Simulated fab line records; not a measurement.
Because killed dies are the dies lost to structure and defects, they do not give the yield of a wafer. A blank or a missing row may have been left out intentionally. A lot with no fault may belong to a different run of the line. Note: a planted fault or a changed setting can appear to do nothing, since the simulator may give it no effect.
Problem report, 8D (eight disciplines) form, completed by code	flow n5_finfet	the parts of the form that need people (team, actions taken, sign-off) are left out

## 1. WHAT IS WRONG
Wafers without a fault read 406.3 nm, standard deviation 2.1; cd_nm at N5_BEOL_M15_CD_MEAS_28 reads a mean of 393.9 nm on 6 wafers belonging to 2 lots. That puts it -5.9 standard deviations away from the usual mean.
The step: target cd 407.6 nm.
Earliest sighting: wafer L328.2 on cd_sem-01 at day 13 22:12. The record holds 12 wafers of 4 lots with a number at this step. By rule, "out" or "out of limits" means more than 4 standard deviations away from the usual mean. The rest of the wafers with a number are treated as sound.

## 2. WHAT IT IS, WHAT IT ISN'T
question	is	is not
which readings at this step	cd_nm	-
which lots	L328, L330	L325, L339
which wafers of those lots	all that have a number	-
read on which gauges	cd_sem-01	cd_sem-03
when	from day 13 22:12	up to then (3 sound wafers); but 3 sound wafers of L339 came after

## 3. THE SUSPECTS, EACH WITH WHAT RULES IT OUT
Counting: a tool at any process step up to the reading remains a suspect when it ran all the lots that are out and ran no sound lot after the first of those.
- the gauge at N5_BEOL_M15_CD_MEAS_28 is ruled out. All the wafers that are out were read on cd_sem-01, but those of them that N5_BEOL_M15_PEB_26 has rows for are out there too, on other tools.
- litho_track-03 at N5_BEOL_M15_PEB_26 (peb time 90 s): kept. Every lot that is out went through it, starting with L328 (day 13 22:05), and after that it ran no sound lot; the last sound lot it ran before then is L325 (day 12 03:00). On those wafers its own readings are out: heater_power_total_W, plate_temp_C.
After counting, what remains is litho_track-03 at N5_BEOL_M15_PEB_26.

## 4. THE CAUSE (what the simulator had put in)
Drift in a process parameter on litho_track-03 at N5_BEOL_M15_PEB_26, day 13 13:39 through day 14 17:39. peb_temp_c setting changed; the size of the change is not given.
This tool alone remained once counting was done.

## 5. THE EFFECT CHAIN, in route order
Each row: a reading whose mean over the struck wafers that have a number lies more than 3 standard deviations from the usual. Only readings for which the record gives a usual standard deviation are gone through. hours: the time from each lot's start at the first step in this table that gives one to its start at this step, as a median over the lots. sigmas: the change in usual standard deviations.
hours	step	reading	usual	on struck wafers	change	sigmas
0	N5_BEOL_M15_PEB_26	heater_power_total_W	172.5 W	167.9	-4.6	-5.8
0	N5_BEOL_M15_PEB_26	plate_temp_C	129.97 C	127.28	-2.69	-21
0	N5_BEOL_M15_CD_MEAS_28	cd_nm	406.3 nm	393.9	-12.4	-5.9
Its process steps:
- N5_BEOL_M15_PEB_26: peb time 90 s.

## 6. WHAT WOULD HAVE CAUGHT IT SOONER
Counted from the fault's start at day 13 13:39, it took 9 hours until the first out-of-limits reading at a measuring or inspecting step in this record, taken at day 13 22:12.
The tool's own readings at N5_BEOL_M15_PEB_26 were out on every struck wafer that the step has a row for (heater_power_total_W, plate_temp_C): an alarm limit on them would have fired on the first of those.
Among the 2 lots that are out, L330 began N5_BEOL_M15_PEB_26 on litho_track-03 after day 13 22:12. Holding the tool at that time would have saved it.
